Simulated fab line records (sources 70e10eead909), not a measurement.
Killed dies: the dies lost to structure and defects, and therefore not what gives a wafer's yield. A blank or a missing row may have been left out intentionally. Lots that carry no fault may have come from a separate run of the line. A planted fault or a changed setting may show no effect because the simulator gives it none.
A lot that was struck, set against a sound lot || flow nand harc || 15 steps out of a route of 1302
Sound: the wafers L645.1, L645.4, L645.5. Wafers L656.2, L656.3, L656.4 were the ones struck. Last of all comes the cause.
At each step with rows: each side's tool, then ch and its chambers, then its first start. Under that, the readings that differ: sound wafers || struck wafers || difference of the means || sigmas: that difference in standard deviations of wafers without a fault.
alike: same words and numbers on both sides, and readings whose means sit less than 2 such deviations apart. not compared: any withheld reading, any reading some wafer has no value for, any bound like >300 that may hide the same value, and any number with overlapping values for which the record gives no deviation.
A row with sigmas, a row that says differs or no value, or rows on one side alone: a step with any of these is where the two part. Non-overlapping numbers with no deviation appear without sigmas and do not part them. A reading missing from all wafers of one side parts the sides only when that side holds two or more wafers.

first, 4 steps without rows for these wafers: NHARC_P_BONDPAD_EBR_05; NHARC_P_BONDPAD_EXPOSE_06 (exposes mask P BPAD); NHARC_P_BONDPAD_PEB_07 (peb time 80 s); NHARC_P_BONDPAD_DEVELOP_08 (time 50 s).
NHARC_P_BONDPAD_CD_MEAS_09: target cd 500 nm.
  sound on cd sem-01 ch 0, day 9 18:20; struck on cd sem-02 ch 0, day 14 01:22
  alike: cd nm
NHARC_P_BONDPAD_OVL_MEAS_38:
  sound on overlay-01, day 9 18:25; struck on overlay-01, day 14 01:28
  alike: overlay x nm, overlay y nm
then, 1 step without rows for these wafers: NHARC_P_BONDPAD_HARDBAKE_10 (time 65 s).
NHARC_P_BONDPAD_DESCUM_11: chemistry O2, time 3 s.
  sound on rie diel-02 ch 0,2,3, day 9 18:32; struck on rie diel-12 ch 0,2,3, day 14 01:35
{"reading": "rf vpp V (V)", "sound": "59.6 59.0 57.7", "struck": "54.6 58.2 57.5", "difference": -2.0, "sigmas": -2}
  alike: drypump motor current A, mfc ar sccm, oes product au, showerhead plenum p Torr, throttle valve pct
  not compared: rf hours counter h
NHARC_P_BONDPAD_ETCH_37: etches the open film in N2/H2, target depth 60 nm, overetch 18 nm, time 65.91 s.
  sound on rie diel-02 ch 0,1,3, day 9 18:38; struck on rie diel-12 ch 1,2,3, day 14 01:40
  alike: drypump motor current A, mfc ar sccm, oes product au, rf vpp V, run length s, showerhead plenum p Torr, throttle valve pct
  not compared: rf hours counter h
NHARC_P_BONDPAD_ETCH_12: etches the open film in CHF3/O2, target depth 200 nm, time 100 s.
  sound on rie diel-02 ch 1,2,3; struck on rie diel-12 ch 1,2,3
  alike: drypump motor current A, mfc ar sccm, oes product au, rf vpp V, run length s, showerhead plenum p Torr, throttle valve pct
  not compared: rf hours counter h
NHARC_P_BONDPAD_CD_MEAS_13:
  sound on cd sem-02, day 9 18:52; struck on cd sem-01, day 14 01:54
  alike: cd nm
NHARC_P_BONDPAD_STRIP_15: strips in O2.
  sound on rie diel-10 ch 0,1,2, day 9 18:57; struck on rie diel-10 ch 0,1,3, day 14 01:58
  alike: drypump motor current A, mfc ar sccm, oes product au, rf vpp V, showerhead plenum p Torr, throttle valve pct
  not compared: rf hours counter h
NHARC_P_BONDPAD_ETCH_24: etches the open film in CF4/N2, target depth 30 nm, time 72.99 s.
  sound on rie diel-10 ch 1,2, day 9 19:07; struck on rie diel-10 ch 0,1,3, day 14 02:07
{"reading": "run length s (s)", "sound": "93.7 93.4 93.6", "struck": "103.1 102.1 102.4", "difference": "+9.0", "sigmas": "+24"}
  alike: drypump motor current A, mfc ar sccm, oes product au, rf vpp V, showerhead plenum p Torr, throttle valve pct
  not compared: rf hours counter h
then, 1 step without rows for these wafers: NHARC_P_BONDPAD_STRIP_16 (strips in post etch residue remover, time 600 s).
-- the record jumps here: 18 days lie between the struck wafers' starts before and after (it left off in module P_BONDPAD and takes up again in module END, whose first step shown is number 1302 of the route) --
NHARC_END_SORT_01:
  sound on prober-02 ch 0, day 27 07:36; struck on prober-02 ch 0, day 31 23:02
{"reading": "defect limited yield (%)", "sound": "94.5 92.3 93.2", "struck": "88.2 86.7 87.1", "difference": -6.0, "sigmas": -2}
{"reading": "killed at array", "sound": "32 48 41", "struck": "74 86 86", "difference": "+42", "sigmas": "+2"}
{"reading": "killed at other", "sound": "0 0 0", "struck": "4 2 1", "difference": "+2", "sigmas": "+2"}
{"reading": "killed dies", "sound": "37 52 46", "struck": "80 90 87", "difference": "+41", "sigmas": "+2"}
{"reading": "sort_bin_2_pct (%)", "sound": "1.6 2.8 2.7", "struck": "4.6 4.9 5.9", "difference": "+2.8", "sigmas": "+3"}
{"reading": "sort_bin_3_pct (%)", "sound": "0.6 0.4 0.3", "struck": "1.2 1.2 1.5", "difference": "+0.9", "sigmas": "+2"}
{"reading": "sort n pass", "sound": "640 625 631", "struck": "597 587 590", "difference": -41, "sigmas": -2}
{"reading": "sort yield pct (%)", "sound": "94.5 92.3 93.2", "struck": "88.2 86.7 87.1", "difference": -6.0, "sigmas": -2}
  alike: killed at periphery, killed open, killed short, sort_bin_4_pct, sort rim yield pct

== WHERE THEY PART ==
At NHARC_P_BONDPAD_DESCUM_11 first; at NHARC_END_SORT_01 last (within this record only).

WHY: the cause the simulator had injected
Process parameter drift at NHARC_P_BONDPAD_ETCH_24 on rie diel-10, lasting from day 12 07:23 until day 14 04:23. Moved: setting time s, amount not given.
